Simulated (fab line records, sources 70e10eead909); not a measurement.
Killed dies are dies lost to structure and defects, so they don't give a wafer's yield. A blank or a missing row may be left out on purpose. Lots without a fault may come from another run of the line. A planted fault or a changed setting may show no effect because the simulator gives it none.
A struck lot beside a sound one | flow nand_harc | 14 steps out of a route of 1302
Sound: wafers L969.1, L969.2, L969.3. Struck: wafers L975.2, L975.3, L975.6. The cause comes at the end.
At each step with rows: each side's tool, then ch and its chambers, then its first start. Under that, the readings that differ: sound wafers | struck wafers | difference of the means | sigmas: that difference in standard deviations of wafers without a fault.
alike: readings whose means differ by less than 2 such deviations, and words and numbers that are the same on both sides. not compared: withheld readings, readings that some wafer has no value for, bounds like >300 that may hide the same value, and numbers for which the record gives no deviation and whose values overlap.
The two part at a step that has a row with sigmas, a row that says differs or no value, or rows on one side only. Numbers that don't overlap but have no deviation are shown without sigmas and don't part them. A reading that every wafer of one side lacks parts them only if that side has two wafers or more.

first, 9 steps without rows for these wafers: NHARC_A_STAIRCASE_DEHYDRATE_242 (time 120 s); NHARC_A_STAIRCASE_HMDS_243 (time 30 s); NHARC_A_STAIRCASE_COAT_244; NHARC_A_STAIRCASE_SOFTBAKE_245 (time 170 s); NHARC_A_STAIRCASE_EBR_246; NHARC_A_STAIRCASE_EXPOSE_247 (exposes mask SDS 1); NHARC_A_STAIRCASE_PEB_248 (peb time 130 s); NHARC_A_STAIRCASE_DEVELOP_249 (time 140 s); NHARC_A_STAIRCASE_HARDBAKE_251 (time 140 s).
NHARC_A_STAIRCASE_DESCUM_252: chemistry O2, time 3 s.
  sound on rie_diel-05 ch 0,1,2, day 20 17:50; struck on rie_diel-07 ch 1,2, day 22 17:02
  alike: drypump_motor_current_A, oes_product_au, rf_vpp_V, showerhead_plenum_p_Torr, throttle_valve_pct
  not compared: rf_hours_counter_h
NHARC_A_STAIRCASE_ETCH_253: etches the open film in C4F8/O2, target depth 50 nm, time 20.2 s.
  sound on rie_diel-05 ch 0,1,2, day 20 17:55; struck on rie_diel-07 ch 0,3, day 22 17:07
  alike: oes_product_au, rf_vpp_V
  not compared: rf_hours_counter_h
NHARC_A_STAIRCASE_STRIP_254: strips in O2.
  sound on plasma_asher-01 ch 0,1, day 20 18:00; struck on plasma_asher-02 ch 0, day 22 17:41
  no value came back on the struck wafers for drypump_motor_current_A (A), heater_power_w (W); on the sound wafers drypump_motor_current_A (A) reads 5.4 6.3 6.3
  not compared: rf_hours_counter_h
then, 1 step without rows for these wafers: NHARC_A_STAIRCASE_STRIP_255 (strips in SPM, time 900 s).
-- the record jumps here: 8 days lie between the struck wafers' starts before and after (it left off in module A_STAIRCASE and takes up again in module END, whose first step shown is number 1302 of the route) --
NHARC_END_SORT_01:
  the record has rows for the struck wafers here (prober-01 ch 0, day 31 01:20) and none for the sound ones

WHERE THEY PART
First at NHARC_A_STAIRCASE_STRIP_254; last, within this record, at NHARC_END_SORT_01.

WHY: what the simulator had put in
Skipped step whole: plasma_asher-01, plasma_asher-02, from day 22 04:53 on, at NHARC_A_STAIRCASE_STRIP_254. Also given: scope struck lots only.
